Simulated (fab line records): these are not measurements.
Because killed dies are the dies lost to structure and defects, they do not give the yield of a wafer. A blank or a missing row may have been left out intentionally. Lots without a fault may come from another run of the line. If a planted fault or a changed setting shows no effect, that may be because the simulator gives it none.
A sampling plan put to the test + flow n5-finfet + one line in one fab, 26 faults in these records, each fault weighed on the records of the lots it struck
The plan is the line's own looks: the steps of the route at which a gauge or an inspection reads the wafer and doesn't change it. Where struck wafers have a number at a look and the file lists that look's usual mean and standard deviation on fault-free wafers, the look can be judged. Caught: at a look after the fault's first step, the mean of the struck wafers lies 4 or more of those standard deviations (sigma) from the usual mean. On the tool: the same test on the tool's own readings at the fault's steps. Also counted as caught: the struck wafers showing another recipe, or a record that is empty for them alone.

THE FAULTS, as the simulator had put them in
1. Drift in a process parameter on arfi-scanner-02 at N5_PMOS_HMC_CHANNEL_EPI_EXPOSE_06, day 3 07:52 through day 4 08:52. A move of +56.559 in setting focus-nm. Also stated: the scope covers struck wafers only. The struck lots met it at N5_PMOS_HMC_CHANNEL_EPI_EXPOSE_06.
2. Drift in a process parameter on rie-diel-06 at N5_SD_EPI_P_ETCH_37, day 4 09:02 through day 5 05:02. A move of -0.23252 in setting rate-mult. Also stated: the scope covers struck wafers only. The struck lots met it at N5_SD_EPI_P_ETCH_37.
3. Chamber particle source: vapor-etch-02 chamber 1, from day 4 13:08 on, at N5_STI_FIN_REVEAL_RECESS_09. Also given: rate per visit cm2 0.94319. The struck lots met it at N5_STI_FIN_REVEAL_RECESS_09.
4. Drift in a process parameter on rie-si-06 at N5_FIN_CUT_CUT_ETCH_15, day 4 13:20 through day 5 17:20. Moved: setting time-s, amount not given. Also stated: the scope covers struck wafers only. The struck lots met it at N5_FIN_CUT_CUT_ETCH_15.
5. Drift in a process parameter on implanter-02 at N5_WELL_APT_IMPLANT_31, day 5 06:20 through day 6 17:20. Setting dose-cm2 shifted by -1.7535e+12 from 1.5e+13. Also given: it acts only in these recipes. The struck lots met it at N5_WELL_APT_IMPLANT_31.
6. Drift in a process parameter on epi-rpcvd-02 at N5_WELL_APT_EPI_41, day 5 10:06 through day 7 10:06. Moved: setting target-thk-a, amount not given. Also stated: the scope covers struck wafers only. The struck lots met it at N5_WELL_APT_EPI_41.
7. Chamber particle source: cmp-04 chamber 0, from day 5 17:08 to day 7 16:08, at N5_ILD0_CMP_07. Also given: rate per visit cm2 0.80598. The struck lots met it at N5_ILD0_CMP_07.
8. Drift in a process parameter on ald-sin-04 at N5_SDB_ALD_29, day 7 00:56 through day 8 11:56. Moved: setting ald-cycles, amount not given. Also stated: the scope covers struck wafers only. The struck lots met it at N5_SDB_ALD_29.
9. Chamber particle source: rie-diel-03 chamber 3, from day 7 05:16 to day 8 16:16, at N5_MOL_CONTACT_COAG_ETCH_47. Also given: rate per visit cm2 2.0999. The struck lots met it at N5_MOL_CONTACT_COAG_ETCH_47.
10. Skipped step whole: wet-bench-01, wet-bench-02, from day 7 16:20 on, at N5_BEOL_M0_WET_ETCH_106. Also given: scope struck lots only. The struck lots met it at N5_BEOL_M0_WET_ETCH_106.
11. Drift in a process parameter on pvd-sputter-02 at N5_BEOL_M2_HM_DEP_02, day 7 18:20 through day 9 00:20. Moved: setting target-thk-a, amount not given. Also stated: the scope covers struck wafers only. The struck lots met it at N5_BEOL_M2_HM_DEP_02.
12. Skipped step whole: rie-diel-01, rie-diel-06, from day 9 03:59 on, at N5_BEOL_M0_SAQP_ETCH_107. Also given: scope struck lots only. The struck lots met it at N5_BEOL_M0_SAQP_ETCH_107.
13. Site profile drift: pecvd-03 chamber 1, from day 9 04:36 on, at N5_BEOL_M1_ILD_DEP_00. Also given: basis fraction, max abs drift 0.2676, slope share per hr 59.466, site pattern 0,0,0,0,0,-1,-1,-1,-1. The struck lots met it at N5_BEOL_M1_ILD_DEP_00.
14. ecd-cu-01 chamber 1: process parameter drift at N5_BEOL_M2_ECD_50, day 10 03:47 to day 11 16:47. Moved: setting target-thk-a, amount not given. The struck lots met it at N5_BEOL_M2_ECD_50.
15. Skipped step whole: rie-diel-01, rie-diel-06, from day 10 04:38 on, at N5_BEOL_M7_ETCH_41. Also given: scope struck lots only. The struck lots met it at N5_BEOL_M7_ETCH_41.
16. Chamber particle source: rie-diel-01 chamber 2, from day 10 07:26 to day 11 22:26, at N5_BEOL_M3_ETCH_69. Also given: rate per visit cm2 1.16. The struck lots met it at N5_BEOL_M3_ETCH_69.
17. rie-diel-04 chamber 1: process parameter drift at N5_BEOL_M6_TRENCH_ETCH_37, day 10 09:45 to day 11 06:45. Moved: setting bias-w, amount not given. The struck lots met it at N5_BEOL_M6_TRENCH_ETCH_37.
18. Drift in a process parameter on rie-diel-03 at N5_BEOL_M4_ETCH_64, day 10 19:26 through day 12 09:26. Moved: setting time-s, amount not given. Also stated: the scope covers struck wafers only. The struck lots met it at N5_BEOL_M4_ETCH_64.
19. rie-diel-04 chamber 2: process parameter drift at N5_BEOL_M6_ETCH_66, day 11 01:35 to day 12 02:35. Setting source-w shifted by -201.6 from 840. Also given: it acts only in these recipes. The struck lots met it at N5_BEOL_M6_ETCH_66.
20. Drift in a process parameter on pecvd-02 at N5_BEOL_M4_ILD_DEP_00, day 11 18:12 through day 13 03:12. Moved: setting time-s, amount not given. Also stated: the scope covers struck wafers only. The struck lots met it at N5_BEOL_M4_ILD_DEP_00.
21. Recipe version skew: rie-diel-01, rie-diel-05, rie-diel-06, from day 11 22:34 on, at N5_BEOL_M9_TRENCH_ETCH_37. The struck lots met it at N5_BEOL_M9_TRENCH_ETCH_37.
22. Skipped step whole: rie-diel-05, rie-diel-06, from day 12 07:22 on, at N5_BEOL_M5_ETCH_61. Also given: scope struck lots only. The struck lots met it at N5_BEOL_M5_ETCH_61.
23. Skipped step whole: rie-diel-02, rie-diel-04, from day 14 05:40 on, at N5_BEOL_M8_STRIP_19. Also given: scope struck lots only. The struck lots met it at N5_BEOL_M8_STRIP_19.
24. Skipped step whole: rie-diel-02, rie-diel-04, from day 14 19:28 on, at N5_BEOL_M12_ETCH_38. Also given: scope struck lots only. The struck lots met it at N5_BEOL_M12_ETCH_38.
25. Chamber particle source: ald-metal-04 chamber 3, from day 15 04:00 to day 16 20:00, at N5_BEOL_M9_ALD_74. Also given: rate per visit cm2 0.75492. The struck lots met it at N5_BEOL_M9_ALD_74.
26. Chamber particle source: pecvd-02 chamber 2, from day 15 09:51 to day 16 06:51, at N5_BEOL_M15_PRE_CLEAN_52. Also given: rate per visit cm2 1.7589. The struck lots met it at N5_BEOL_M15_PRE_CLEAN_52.

WHAT THE PLAN SAW
| fault | on the tool itself                               | first look that catches it                      | reading, sigma                                  | median hours from its first step to that look | hours from the fault's start to the first struck lot there | judged looks passed uncaught |
|-------|--------------------------------------------------|-------------------------------------------------|-------------------------------------------------|-----------------------------------------------|------------------------------------------------------------|------------------------------|
| 1     | no reading that can be judged                    | N5_PMOS_HMC_CHANNEL_EPI_CD_MEAS_09              | cd-nm +23                                       | 0.1                                           | 3                                                          | 0                            |
| 2     | only faintly: oes-product-au +2.6 sigma          | no look after it can be judged                  | -                                               | -                                             | -                                                          | 0                            |
| 3     | under 2 sigma                                    | N5_STI_FIN_REVEAL_INSPECT_13                    | raw-defect-count +99 or beyond                  | 2.3                                           | 6                                                          | 1                            |
| 4     | under 2 sigma                                    | not the one look that can be judged after it    | -                                               | -                                             | -                                                          | 1                            |
| 5     | dose-ions-cm2 -99 or beyond sigma                | N5_BEOL_M4_RC_MEAS_101                          | RS_PWELL +11                                    | 158.3                                         | 161                                                        | 0                            |
| 6     | under 2 sigma                                    | N5_BEOL_M4_RC_MEAS_101                          | CJ_N -14                                        | 158.7                                         | 165                                                        | 1                            |
| 7     | under 2 sigma                                    | no look after it can be judged                  | -                                               | -                                             | -                                                          | 0                            |
| 8     | under 2 sigma                                    | not the one look that can be judged after it    | -                                               | -                                             | -                                                          | 1                            |
| 9     | only faintly: rf-vpp-V +2.3 sigma                | N5_MOL_CONTACT_COAG_INSPECT_42                  | raw-defect-count +28                            | 0.7                                           | 3                                                          | 0                            |
| 10    | the tool's record is blank for the struck wafers | no look after it can be judged                  | -                                               | -                                             | -                                                          | 0                            |
| 11    | under 2 sigma                                    | no look after it can be judged                  | -                                               | -                                             | -                                                          | 0                            |
| 12    | the tool's record is blank for the struck wafers | no look after it can be judged                  | -                                               | -                                             | -                                                          | 0                            |
| 13    | under 2 sigma                                    | N5_BEOL_M1_THK_MEAS_01                          | M1_ILD_THK -8.3                                 | 0.1                                           | 11                                                         | 0                            |
| 14    | no reading that can be judged                    | not the one look that can be judged after it    | -                                               | -                                             | -                                                          | 1                            |
| 15    | the tool's record is blank for the struck wafers | no look after it can be judged                  | -                                               | -                                             | -                                                          | 0                            |
| 16    | under 2 sigma                                    | no look after it can be judged                  | -                                               | -                                             | -                                                          | 0                            |
| 17    | bias-w -25 sigma                                 | no look after it can be judged                  | -                                               | -                                             | -                                                          | 0                            |
| 18    | only faintly: oes-product-au -2.0 sigma          | none of the 3 looks that can be judged after it | strongest: cd-nm at N5_BEOL_M4_CD_MEAS_18, +3.7 | -                                             | -                                                          | 3                            |
| 19    | rf-fwd-power-W -72 sigma                         | no look after it can be judged                  | -                                               | -                                             | -                                                          | 0                            |
| 20    | under 2 sigma                                    | N5_BEOL_M4_THK_MEAS_01                          | M4_ILD_THK +49                                  | 0.1                                           | 1                                                          | 0                            |
| 21    | run-length-s -28 sigma                           | N5_BEOL_M9_OCD_MEAS_38                          | trench-depth-nm -13                             | 0.2                                           | 7                                                          | 0                            |
| 22    | the tool's record is blank for the struck wafers | no look after it can be judged                  | -                                               | -                                             | -                                                          | 0                            |
| 23    | the tool's record is blank for the struck wafers | no look after it can be judged                  | -                                               | -                                             | -                                                          | 0                            |
| 24    | the tool's record is blank for the struck wafers | no look after it can be judged                  | -                                               | -                                             | -                                                          | 0                            |
| 25    | under 2 sigma                                    | no look after it can be judged                  | -                                               | -                                             | -                                                          | 0                            |
| 26    | no reading that can be judged                    | N5_BEOL_M15_INSPECT_55                          | raw-defect-count +47                            | 0.1                                           | 12                                                         | 0                            |
A dash: the fault is not caught, or the number is missing from these records.

Caught at a look: 9 of 26. Caught on the tool: 10 of 26. By one or the other: 17 of 26.
Caught on the tool alone: faults 10, 12, 15, 17, 19, 22, 23, 24.
Caught at a look alone: faults 1, 3, 6, 9, 13, 20, 26.
Caught by neither: faults 2, 4, 7, 8, 11, 14, 16, 18, 25.

THINNER SAMPLING
In the worst case, this is how late the first struck lot would be measured if the look that catches a fault measured only every second or every third lot, by lot number:
| fault | struck lots at that look, in order of time | every lot | every second lot | every third lot |
|-------|--------------------------------------------|-----------|------------------|-----------------|
| 1     | L304, L305                                 | 3 h       | 9 h              | may miss all 2  |
| 3     | L824, L825, L826                           | 6 h       | 12 h             | 20 h            |
| 5     | L923, L924, L925                           | 161 h     | 168 h            | 170 h           |
| 6     | L726, L727                                 | 165 h     | 167 h            | may miss all 2  |
| 9     | L928, L931                                 | 3 h       | 35 h             | may miss all 2  |
| 13    | L964, L967                                 | 11 h      | 19 h             | may miss all 2  |
| 20    | L464, L465, L469                           | 1 h       | 3 h              | 29 h            |
| 21    | L563, L567, L566, L568                     | 7 h       | 28 h             | 45 h            |
| 26    | L194                                       | 12 h      | may miss it      | may miss it     |
Hours are from the fault's start to the first struck lot that is measured. The limit of 4 sigma was tested on all struck wafers together, so one lot alone may lie under it. Other struck lots may not be in these records.

THE LONGEST TIMED WAY FROM STEP TO LOOK
Fault 6: median gap of 158.7 hours between N5_WELL_APT_EPI_41 and N5_BEOL_M4_RC_MEAS_101. The look between them that can be judged stayed within 4 sigma: N5_BEOL_M4_THK_MEAS_53.
